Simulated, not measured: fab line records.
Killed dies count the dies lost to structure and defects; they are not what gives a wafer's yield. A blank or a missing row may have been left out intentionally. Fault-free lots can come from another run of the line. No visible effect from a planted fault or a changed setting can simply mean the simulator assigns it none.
Chamber matching + flow n5-finfet + N5_ZERO_LAYER_PECVD_02 on pecvd-03 has 3 sister chambers
The step deposits SiO2 from SiH4/N2O, target thk 10 nm, time 6 s. 3 wafers are shown with their chamber, then 12 later ones without.

== WAFERS PAIRED WITH THEIR CHAMBERS ==
| wafer  | chamber | showerhead-plenum-p-Torr (Torr) |
|--------|---------|---------------------------------|
| L090.5 | 1       | 8.13                            |
| L093.5 | 2       | 8.15                            |
| L093.6 | 0       | 8.06                            |

== WAFERS MISSING THEIR CHAMBER ==
| wafer  | showerhead-plenum-p-Torr (Torr) |
|--------|---------------------------------|
| L094.2 | 8.06                            |
| L094.3 | 8.13                            |
| L094.5 | 8.07                            |
| L095.1 | 8.06                            |
| L095.4 | 8.08                            |
| L095.6 | 8.14                            |
| L096.2 | 8.16                            |
| L096.4 | 8.14                            |
| L096.5 | 8.06                            |
| L097.3 | 8.07                            |
| L097.5 | 8.13                            |
| L097.6 | 8.08                            |

== WHICH CHAMBER EACH ONE RAN IN ==
| wafer  | from the rows above     | in truth |
|--------|-------------------------|----------|
| L094.2 | 0                       | 0        |
| L094.3 | can't be placed: 1 or 2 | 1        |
| L094.5 | 0                       | 0        |
| L095.1 | 0                       | 0        |
| L095.4 | 0                       | 0        |
| L095.6 | can't be placed: 1 or 2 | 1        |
| L096.2 | can't be placed: 2 or 1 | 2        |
| L096.4 | can't be placed: 1 or 2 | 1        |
| L096.5 | 0                       | 0        |
| L097.3 | 0                       | 0        |
| L097.5 | can't be placed: 1 or 2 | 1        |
| L097.6 | 0                       | 0        |
Correct placement for 7 of the 12. These rows do not allow placing 5 (true chamber among the candidates in 5). Wrongly placed: 0.
How it was worked out, from the rows above alone: a wafer's distance from a chamber is the root of the sum, over the readings, of the square of ((its reading less the chamber's mean) divided by the reading's scatter). If the next closest chamber is less than 2 further off than the closest, the wafer can't be placed; otherwise it belongs to the closest. A chamber's mean is the mean of its shown wafers. The scatter: root of mean squared gap, hidden wafer to nearest shown wafer, with one shown wafer a chamber.
